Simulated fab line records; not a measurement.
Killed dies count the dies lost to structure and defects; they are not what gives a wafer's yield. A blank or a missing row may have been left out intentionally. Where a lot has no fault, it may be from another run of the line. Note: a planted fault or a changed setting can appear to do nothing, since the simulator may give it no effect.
3 desks, one fault ; flow n5Finfet ; numbers are kept per desk, each desk with only its own; the story behind them comes last

## THE DEFECT DESK
Lot by lot, what the route's inspections counted, given as the mean of those sampled wafers with a number. Marked OUT: a lot whose mean sits more than 4 standard deviations from the usual mean, which makes it out of limits; the brackets give that distance.
Columns: A = rawDefectCount at N5_BEOL_M7_INSPECT_30, usual 398
lot;first seen here;A
L793;day 9 21:24;425
L795;day 10 18:24;363
L803;day 12 19:43;468
L809;day 13 20:24;405
L812;day 14 18:53;333
This desk's finding: nothing out of limits on any of the 5 lots.

## FROM THE METROLOGY DESK
What the gauges read for every lot (on any tool): the sampled wafers with a number, averaged. Marked OUT: a lot whose mean sits more than 4 standard deviations from the usual mean, which makes it out of limits; the brackets give that distance.
Columns: A = cdNm at N5_BEOL_M7_CD_MEAS_28, usual 39.98 nm; B = V6_OVL at N5_BEOL_M7_OVL_MEAS_29, usual -0.1 nm
lot;first seen here;A;B
L793;day 9 21:19;40.13;-0.7
L795;day 10 18:19;40.09;0.7
L803;day 12 19:38;40.08;-0.1
L809;day 13 20:19;39.99;0.7
L812;day 14 18:47;39.86;-0.5
This desk's finding: nothing out of limits on any of the 5 lots.

## THE TOOL OWNER'S DESK: rieDiel-02
The tool's own readings at N5_BEOL_M7_DESCUM_33 (chemistry O2, time 7 s): means of the sampled wafers that have a number, for each lot that ran on this tool. Marked OUT: a lot whose mean sits more than 4 standard deviations from the usual mean, which makes it out of limits; the brackets give that distance.
Columns: A = drypumpMotorCurrentA at N5_BEOL_M7_DESCUM_33, usual 5.5 A; B = oesProductAu at N5_BEOL_M7_DESCUM_33, usual 0.76 a.u.; C = rfVppV at N5_BEOL_M7_DESCUM_33, usual 242.8 V; D = showerheadPlenumPTorr at N5_BEOL_M7_DESCUM_33, usual 2.07 Torr; E = throttleValvePct at N5_BEOL_M7_DESCUM_33, usual 20.34 %
lot;first seen here;A;B;C;D;E
L793;day 9 22:05;5.8;0.76;241.5;2.03;20.31
L795;day 10 18:26;5.8;0.79;243.7;2.10;20.27
L803;day 12 19:46;5.7;0.74;241.1;1.99;20.30
This desk's finding: nothing out of limits on any of the 3 lots.

## TAKEN TOGETHER
Nothing out of limits was seen by the defect desk.
The metrology desk saw nothing out of limits.
Nothing out of limits was seen by the tool owner's desk.

## WHAT HAD BEEN PUT IN BY THE SIMULATOR
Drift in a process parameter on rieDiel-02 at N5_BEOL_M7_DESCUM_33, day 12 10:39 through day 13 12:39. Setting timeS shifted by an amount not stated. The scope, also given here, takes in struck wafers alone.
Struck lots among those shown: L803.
